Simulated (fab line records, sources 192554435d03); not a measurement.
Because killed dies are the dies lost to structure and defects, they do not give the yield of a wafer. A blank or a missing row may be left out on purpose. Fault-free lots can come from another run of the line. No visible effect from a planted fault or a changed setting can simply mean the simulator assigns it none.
Matching of chambers | flow n5Finfet | N5_FIN_SAQP_MANDREL_ETCH_58 on rieSi-03 has 4 sister chambers
The step etches a-Si in HBr/Cl2, stops on SiNx, target depth 45 nm, bt time 10 s, time 27 s. 4 wafers are shown with their chamber, then 10 later ones without.

== EACH WAFER AND ITS CHAMBER ==
wafer  | chamber | drypumpMotorCurrentA (A)
L086.2 | 2       | 6.3
L086.5 | 0       | 5.4
L094.2 | 3       | 5.3
L094.3 | 1       | 5.3

== WAFERS MISSING THEIR CHAMBER ==
wafer  | drypumpMotorCurrentA (A)
L094.5 | 5.2
L095.1 | 5.3
L095.2 | 5.3
L095.4 | 5.4
L096.4 | 6.3
L096.5 | 5.3
L096.6 | 5.4
L097.2 | 5.3
L097.4 | 6.3
L097.5 | 6.3

== THE CHAMBER EACH PASSED THROUGH ==
wafer  | from the rows above     | in truth
L094.5 | can't be placed: 1 or 3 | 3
L095.1 | can't be placed: 1 or 3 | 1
L095.2 | can't be placed: 1 or 3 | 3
L095.4 | 0                       | 0
L096.4 | 2                       | 2
L096.5 | can't be placed: 1 or 3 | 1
L096.6 | 0                       | 0
L097.2 | can't be placed: 1 or 3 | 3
L097.4 | 2                       | 2
L097.5 | 2                       | 2
Placed correctly: 5 of 10. Unplaceable from these rows: 5, with the true chamber sitting among the candidates in 5. Wrongly placed: 0.
How it was worked out, from the rows above alone: a wafer's distance from a chamber is the root of the sum, over the readings, of the square of ((its reading less the chamber's mean) divided by the reading's scatter). The wafer belongs to the nearest chamber; if the next one is less than 2 further off, it can't be placed. The mean given for a chamber averages the wafers shown for that chamber. The scatter: root of mean squared gap, hidden wafer to nearest shown wafer, with one shown wafer a chamber.
